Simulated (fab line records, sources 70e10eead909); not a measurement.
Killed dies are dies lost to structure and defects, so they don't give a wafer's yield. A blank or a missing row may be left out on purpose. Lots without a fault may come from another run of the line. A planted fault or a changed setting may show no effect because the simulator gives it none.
Which tool did it? | flow nand_harc | 12 lots, 36 wafers sampled, at 8 steps of a route of 1159

WHAT THE GAUGES READ, wafer by wafer
NHARC_P_STI_OCD_MEAS_43.
lot  | measured    | on     | trench_depth_nm (nm) | trench_foot_cd_nm (nm)
L289 | day 2 13:53 | ocd-02 | 304 305 303          | 157.2 156.7 161.1
L291 | day 3 02:55 | ocd-02 | 302 290 302          | 157.8 158.1 156.7
L293 | day 3 12:50 | ocd-02 | 306 289 301          | 160.2 162.4 159.3
L295 | day 4 00:35 | ocd-02 | 303 292 309          | 157.8 158.4 155.9
L297 | day 4 11:34 | ocd-02 | 305 290 298          | 156.7 159.9 160.7
L296 | day 4 11:44 | ocd-01 | 306 303 299          | 156.7 157.6 156.5
L299 | day 5 01:43 | ocd-01 | 289 295 289          | 159.9 156.6 161.3
L301 | day 5 13:49 | ocd-02 | 303 302 308          | 161.7 162.0 160.4
L303 | day 6 01:56 | ocd-01 | 307 311 311          | 159.9 152.3 155.9
L304 | day 6 07:23 | ocd-01 | 294 299 293          | 154.9 155.8 155.6
L308 | day 7 11:34 | ocd-01 | 302 302 300          | 158.2 155.6 158.2
L309 | day 7 11:46 | ocd-02 | 306 289 298          | 154.9 161.2 158.0

NHARC_P_STI_INSPECT_25.
lot  | measured    | on                | raw_defect_count
L289 | day 3 17:26 | defect_inspect-01 | 281 326 292
L291 | day 4 05:58 | defect_inspect-01 | 243 203 192
L293 | day 4 15:29 | defect_inspect-02 | 72 158 156
L295 | day 5 03:51 | defect_inspect-01 | 195 229 183
L297 | day 5 16:34 | defect_inspect-01 | 369 258 198
L296 | day 5 16:34 | defect_inspect-02 | 249 151 159
L299 | day 6 00:05 | defect_inspect-01 | 211 155 177
L301 | day 6 21:35 | defect_inspect-02 | 254 241 234
L303 | day 7 06:11 | defect_inspect-02 | 1119 1021 1078
L304 | day 7 06:12 | defect_inspect-01 | 1052 1098 1089
L308 | day 8 15:53 | defect_inspect-02 | 323 197 489
L309 | day 8 15:53 | defect_inspect-01 | 231 123 220

NHARC_P_GATE_CD_MEAS_11: target cd 1640 nm.
lot  | measured    | on        | cd_nm (nm)
L289 | day 4 01:24 | cd_sem-02 | 1639.8 1639.4 1638.1
L291 | day 4 14:26 | cd_sem-01 | 1641.9 1638.6 1640.4
L293 | day 4 23:46 | cd_sem-01 | 1641.3 1644.5 1642.7
L295 | day 5 12:11 | cd_sem-01 | 1640.2 1640.4 1637.5
L297 | day 6 01:19 | cd_sem-01 | 1641.0 1639.9 1640.4
L296 | day 6 01:10 | cd_sem-03 | 1642.4 1640.7 1642.5
L299 | day 6 08:16 | cd_sem-01 | 1640.3 1642.7 1636.7
L301 | day 7 05:32 | cd_sem-01 | 1639.7 1641.1 1640.1
L303 | day 7 16:24 | cd_sem-02 | 1641.9 1638.0 1640.6
L304 | day 7 16:34 | cd_sem-03 | 1641.9 1640.1 1639.0
L308 | day 9 00:01 | cd_sem-01 | 1639.4 1639.9 1639.4
L309 | day 9 00:10 | cd_sem-03 | 1643.5 1640.0 1641.1

NHARC_P_GATE_INSPECT_28.
lot  | measured    | on                | raw_defect_count
L289 | day 4 18:14 | defect_inspect-01 | 1 4 7
L291 | day 5 04:14 | defect_inspect-02 | 6 5 7
L293 | day 5 14:28 | defect_inspect-02 | 8 6 7
L295 | day 6 04:48 | defect_inspect-02 | 5 10 6
L297 | day 6 15:17 | defect_inspect-01 | 10 5 10
L296 | day 6 15:27 | defect_inspect-01 | 6 7 4
L299 | day 6 22:41 | defect_inspect-01 | 8 6 6
L301 | day 7 19:46 | defect_inspect-01 | 2 8 4
L303 | day 8 10:45 | defect_inspect-01 | 884 799 828
L304 | day 8 10:13 | defect_inspect-01 | 803 870 833
L308 | day 9 13:56 | defect_inspect-02 | 3 6 5
L309 | day 9 14:07 | defect_inspect-02 | 7 5 5

NHARC_P_GATE_INSPECT_68.
lot  | measured     | on                | raw_defect_count
L289 | day 5 12:52  | defect_inspect-02 | 271 304 290
L291 | day 5 22:53  | defect_inspect-01 | 222 207 205
L293 | day 6 09:05  | defect_inspect-01 | 83 137 173
L295 | day 6 23:28  | defect_inspect-02 | 186 192 170
L297 | day 7 16:20  | defect_inspect-01 | 349 280 186
L296 | day 7 10:07  | defect_inspect-01 | 208 134 147
L299 | day 7 17:21  | defect_inspect-01 | 169 152 148
L301 | day 8 16:31  | defect_inspect-02 | 215 217 197
L303 | day 9 05:14  | defect_inspect-01 | 1088 968 1031
L304 | day 9 04:28  | defect_inspect-01 | 1007 1081 1075
L308 | day 10 08:59 | defect_inspect-02 | 352 189 482
L309 | day 10 09:14 | defect_inspect-02 | 184 112 179

NHARC_END_SORT_01.
lot  | measured     | on        | killed_at_array | killed_at_other | killed_at_periphery | killed_dies | killed_open | killed_short
L303 | day 23 12:03 | prober-02 | 8 23 18         | 0 1 1           | 468 443 456         | 476 467 475 | 1 4 5       | 1 0 0
L304 | day 22 18:27 | prober-02 | 22 16 11        | 0 1 0           | 450 468 459         | 472 485 470 | 2 2 1       | 0 1 0

WHICH TOOL RAN EACH LOT (tool, then ch and the chambers of the sampled wafers, then the start)
lot  | NHARC_P_STI_OXIDE_40         | NHARC_P_GATE_HM_DEP_102
L289 | furnace-04 ch 0, day 3 13:20 | acl_dep-02 ch 0, day 4 17:06
L291 | furnace-04 ch 0, day 4 01:53 | acl_dep-01 ch 0, day 5 02:46
L293 | furnace-04 ch 0, day 4 11:25 | acl_dep-02 ch 0, day 5 13:01
L295 | furnace-03 ch 0, day 4 23:50 | acl_dep-03 ch 0, day 6 03:34
L297 | furnace-06 ch 0, day 5 12:31 | acl_dep-02 ch 0, day 6 14:02
L296 | furnace-06 ch 0, day 5 12:31 | acl_dep-03 ch 0, day 6 14:09
L299 | furnace-03 ch 0, day 5 19:56 | acl_dep-01 ch 0, day 6 21:19
L301 | furnace-04 ch 0, day 6 17:31 | acl_dep-02 ch 0, day 7 18:13
L303 | furnace-06 ch 0, day 7 02:08 | acl_dep-03 ch 0, day 8 09:17
L304 | furnace-06 ch 0, day 7 02:08 | acl_dep-01 ch 0, day 8 08:58
L308 | furnace-03 ch 0, day 8 11:52 | acl_dep-02 ch 0, day 9 12:18
L309 | furnace-03 ch 0, day 8 11:52 | acl_dep-03 ch 0, day 9 12:18
- NHARC_P_STI_OXIDE_40: material SiO2, target thk 10 nm, ox time 1362 s.
- NHARC_P_GATE_HM_DEP_102: deposits aC, target thk 120 nm.

WHAT THE TOOLS THEMSELVES READ (means of the sampled wafers that have a number; where no wafer has one, the mark that the record gives instead)
NHARC_P_STI_OXIDE_40.
lot  | tool       | ox_temp_c (C) | spike_tc_lower_C (C)
L289 | furnace-04 | 900.2         | 900.4
L291 | furnace-04 | 900.2         | 899.9
L293 | furnace-04 | 900.3         | 900.3
L295 | furnace-03 | 899.7         | 899.3
L297 | furnace-06 | 899.6         | 902.1
L296 | furnace-06 | 900.1         | 901.5
L299 | furnace-03 | 900.2         | 899.8
L301 | furnace-04 | 899.8         | 899.7
L303 | furnace-06 | 900.5         | 902.2
L304 | furnace-06 | 899.9         | 901.4
L308 | furnace-03 | 899.9         | 900.3
L309 | furnace-03 | 900.1         | 899.9

NHARC_P_GATE_HM_DEP_102.
lot  | tool       | throttle_valve_pct (%)
L289 | acl_dep-02 | 35.003
L291 | acl_dep-01 | 34.999
L293 | acl_dep-02 | 35.001
L295 | acl_dep-03 | 35.003
L297 | acl_dep-02 | 34.992
L296 | acl_dep-03 | 35.001
L299 | acl_dep-01 | 35.002
L301 | acl_dep-02 | 34.999
L303 | acl_dep-03 | 34.994
L304 | acl_dep-01 | 34.997
L308 | acl_dep-02 | 35.003
L309 | acl_dep-03 | 34.993

THE ANSWER, worked out from the rows above alone
Rule: what is usual is taken from the lots themselves. Put in order of their means at a reading, lots are off if they are a third of the lots or fewer, leave a main group of 4 or more, and stand apart from it by a gap of 3 or more times the standard deviation of the main group's means; of several such gaps the widest counts. A main group whose means are all the same, to the digits that the tables above print for the reading, isn't used. A lot without any number at a reading at which 4 lots or more have one is off too. The other lots that the step has rows for count as sound. The gauges are gone through in route order, then the tools' own readings, and for those a lot's mean is taken as printed above. The first step at which some lot is off is used, and at that step the reading that is off furthest; a lot without a number counts as furthest.
Off: L303, L304, at NHARC_P_STI_INSPECT_25 (raw_defect_count). The main group: mean 226, standard deviation 59.
A tool fits if, at a process step before that reading, it ran every lot that is off, and no sound lot after the first of them. The gauges at NHARC_P_STI_INSPECT_25 are tried like those tools. One fits: furnace-06 at NHARC_P_STI_OXIDE_40. Its last sound lot is L296 (day 5 12:31), its first lot that is off L303 (day 7 02:08): a fault that began between those two fits.

WHAT THE SIMULATOR HAD PUT IN
Chamber particle source: furnace-06, from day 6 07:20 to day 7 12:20, at NHARC_P_STI_OXIDE_40. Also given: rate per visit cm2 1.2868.
Lots struck among those shown: L303, L304. The rule above found the same.
